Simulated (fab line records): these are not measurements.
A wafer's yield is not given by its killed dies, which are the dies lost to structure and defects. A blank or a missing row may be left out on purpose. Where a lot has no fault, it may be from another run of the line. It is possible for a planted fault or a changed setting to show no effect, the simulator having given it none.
Chamber matching | flow n5-finfet | N5_BEOL_M10_ETCH_62 on rie-diel-02: 4 sister chambers
The step etches SOC in N2/H2, target depth 110 nm, overetch 22 nm, time 165 s. 8 wafers are shown with their chamber, then 9 later ones without.

WAFERS PAIRED WITH THEIR CHAMBERS
wafer  | chamber | drypump-motor-current-A (A) | throttle-valve-pct (%)
L075.2 | 3       | 6.1                         | 17.72
L080.1 | 3       | 6.1                         | 17.76
L083.5 | 1       | 6.1                         | 17.76
L084.1 | 2       | 5.9                         | 18.32
L084.6 | 0       | 5.6                         | 17.84
L087.2 | 2       | 6.0                         | 18.31
L087.3 | 0       | 5.6                         | 17.81
L087.6 | 1       | 6.1                         | 17.77

WAFERS MISSING THEIR CHAMBER
wafer  | drypump-motor-current-A (A) | throttle-valve-pct (%)
L090.1 | 5.6                         | 17.84
L090.2 | 6.2                         | 17.77
L090.6 | 6.1                         | 17.76
L088.2 | 6.1                         | 17.79
L088.4 | 5.7                         | 17.85
L088.6 | 5.9                         | 18.34
L095.2 | 5.6                         | 17.86
L095.5 | 5.9                         | 18.36
L095.6 | 6.1                         | 17.81

CHAMBER TAKEN BY EACH
wafer  | from the rows above     | in truth
L090.1 | 0                       | 0
L090.2 | can't be placed: 1 or 3 | 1
L090.6 | can't be placed: 1 or 3 | 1
L088.2 | can't be placed: 1 or 3 | 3
L088.4 | 0                       | 0
L088.6 | 2                       | 2
L095.2 | 0                       | 0
L095.5 | 2                       | 2
L095.6 | can't be placed: 1 or 3 | 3
Placed correctly: 5 of 9. Unplaceable from these rows: 4, with the true chamber sitting among the candidates in 4. Wrongly placed: 0.
How it was worked out, from the rows above alone: a wafer's distance from a chamber is the root of the sum, over the readings, of the square of ((its reading less the chamber's mean) divided by the reading's scatter). If the next closest chamber is less than 2 further off than the closest, the wafer can't be placed; otherwise it belongs to the closest. The mean given for a chamber averages the wafers shown for that chamber. How the scatter is found: for the shown wafers, subtract from each reading the mean of its chamber, square and add these, divide the total by (wafers less chambers), then take the root.
